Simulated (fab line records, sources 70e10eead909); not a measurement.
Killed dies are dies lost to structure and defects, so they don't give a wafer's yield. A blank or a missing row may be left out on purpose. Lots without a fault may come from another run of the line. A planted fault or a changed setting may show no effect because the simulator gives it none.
Chamber matching | flow nand_harc | NHARC_A_STAIRCASE_TRIM_20 on rie_diel-07: 4 sister chambers
The step chemistry O2, time 211.2 s. 16 wafers are shown with their chamber, then 8 later ones without.

WAFERS WITH THEIR CHAMBER
wafer  | chamber | drypump_motor_current_A (A) | showerhead_plenum_p_Torr (Torr) | oes_product_au (a.u.)
L086.1 | 0       | 5.3                         | 3.61                            | 1.014
L086.2 | 2       | 6.2                         | 3.45                            | 1.007
L086.3 | 3       | 5.1                         | 3.54                            | 0.979
L086.4 | 1       | 6.7                         | 3.50                            | 1.009
L086.5 | 1       | 6.6                         | 3.50                            | 1.013
L086.6 | 2       | 6.2                         | 3.45                            | 0.997
L087.1 | 3       | 5.1                         | 3.54                            | 0.987
L087.2 | 2       | 6.2                         | 3.45                            | 0.997
L087.3 | 0       | 5.3                         | 3.61                            | 1.015
L087.4 | 1       | 6.7                         | 3.50                            | 0.999
L087.5 | 0       | 5.4                         | 3.61                            | 1.005
L087.6 | 3       | 5.1                         | 3.54                            | 0.978
L091.1 | 0       | 5.3                         | 3.60                            | 1.017
L091.2 | 1       | 6.7                         | 3.50                            | 1.030
L091.3 | 3       | 5.1                         | 3.54                            | 0.991
L091.4 | 2       | 6.2                         | 3.44                            | 0.999

SIGNATURES (means of the wafers above)
reading                  | chamber 0 | chamber 1 | chamber 2 | chamber 3 | scatter within a chamber
drypump_motor_current_A  | 5.325     | 6.675     | 6.200     | 5.100     | 0.0354
showerhead_plenum_p_Torr | 3.6075    | 3.5000    | 3.4475    | 3.5400    | 0.00354
oes_product_au           | 1.01275   | 1.01275   | 1.00000   | 0.98375   | 0.00802
Rule: a wafer's distance from a chamber is the root of the sum, over the readings, of the square of ((its reading less the chamber's mean) divided by the reading's scatter). The wafer belongs to the nearest chamber; if the next one is less than 2 further off, it can't be placed. The scatter: the root of (the sum of the squares of (reading less its chamber's mean) over the shown wafers, divided by (wafers less chambers)).

WAFERS WITHOUT THEIR CHAMBER
wafer  | drypump_motor_current_A (A) | showerhead_plenum_p_Torr (Torr) | oes_product_au (a.u.)
L091.5 | 6.7                         | 3.50                            | 1.015
L091.6 | 6.2                         | 3.44                            | 0.996
L090.1 | 6.2                         | 3.44                            | 1.001
L090.2 | 5.1                         | 3.54                            | 0.991
L090.3 | 6.7                         | 3.50                            | 1.018
L090.4 | 5.3                         | 3.60                            | 1.013
L090.5 | 6.2                         | 3.44                            | 1.001
L090.6 | 6.7                         | 3.50                            | 1.012

WHICH CHAMBER EACH WENT THROUGH
wafer  | from the rows above | in truth
L091.5 | 1                   | 1
L091.6 | 2                   | 2
L090.1 | 2                   | 2
L090.2 | 3                   | 3
L090.3 | 1                   | 1
L090.4 | 0                   | 0
L090.5 | 2                   | 2
L090.6 | 1                   | 1
Placed correctly: 8 of 8. Can't be placed from these rows: 0. Placed wrongly: 0.
